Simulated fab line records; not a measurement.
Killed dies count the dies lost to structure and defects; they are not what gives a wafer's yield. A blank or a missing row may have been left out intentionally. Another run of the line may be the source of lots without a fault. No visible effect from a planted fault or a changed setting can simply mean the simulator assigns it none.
Chamber matching -- flow n5Finfet -- N5_BEOL_M6_ETCH_65 on rieDiel-05: 4 sister chambers
The step etches SiARC in CF4, target depth 15.6 nm, time 26 s. 18 wafers are shown with their chamber, then 9 later ones without.

== WAFERS, EACH WITH ITS CHAMBER ==
wafer,chamber,throttleValvePct (%),showerheadPlenumPTorr (Torr),oesProductAu (a.u.)
L079.1,3,15.38,2.19,0.60
L079.2,0,15.26,2.25,0.73
L079.3,1,16.02,2.22,0.63
L081.1,0,15.26,2.25,0.72
L081.5,0,15.28,2.25,0.73
L081.6,2,15.46,2.10,0.70
L083.2,1,16.03,2.22,0.63
L083.3,0,15.27,2.25,0.72
L083.4,2,15.45,2.09,0.69
L088.1,1,16.06,2.22,0.62
L088.2,2,15.49,2.09,0.68
L088.5,1,16.05,2.21,0.62
L086.1,0,15.28,2.25,0.71
L086.3,2,15.49,2.09,0.69
L086.5,2,15.49,2.09,0.69
L090.1,3,15.44,2.18,0.59
L090.2,0,15.31,2.24,0.70
L090.3,1,16.08,2.21,0.62

SIGNATURES (means of the wafers above)
reading,chamber 0,chamber 1,chamber 2,chamber 3,scatter within a chamber
throttleValvePct,15.2767,16.0480,15.4760,15.4100,0.0229
showerheadPlenumPTorr,2.2483,2.2160,2.0920,2.1850,0.00488
oesProductAu,0.7183,0.6240,0.6900,0.5950,0.00867
Rule: a wafer's distance from a chamber is the root of the sum, over the readings, of the square of ((its reading less the chamber's mean) divided by the reading's scatter). If the next closest chamber is less than 2 further off than the closest, the wafer can't be placed; otherwise it belongs to the closest. How the scatter is found: for the shown wafers, subtract from each reading the mean of its chamber, square and add these, divide the total by (wafers less chambers), then take the root.

== WAFERS WHOSE CHAMBER IS MISSING ==
wafer,throttleValvePct (%),showerheadPlenumPTorr (Torr),oesProductAu (a.u.)
L091.1,15.34,2.24,0.69
L091.3,15.52,2.09,0.68
L091.6,15.33,2.24,0.69
L092.1,15.35,2.24,0.69
L092.4,14.98,2.18,0.84
L092.6,16.10,2.21,0.61
L093.3,15.51,2.09,0.67
L093.4,14.97,2.18,0.84
L093.5,15.52,2.09,0.67

== WHICH CHAMBER EACH WENT THROUGH ==
wafer,from the rows above,in truth
L091.1,0,0
L091.3,2,2
L091.6,0,0
L092.1,0,0
L092.4,0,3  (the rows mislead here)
L092.6,1,1
L093.3,2,2
L093.4,0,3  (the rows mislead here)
L093.5,2,2
Correct placement for 7 of the 9. Not placeable from these rows: 0. Wrongly placed: 2.
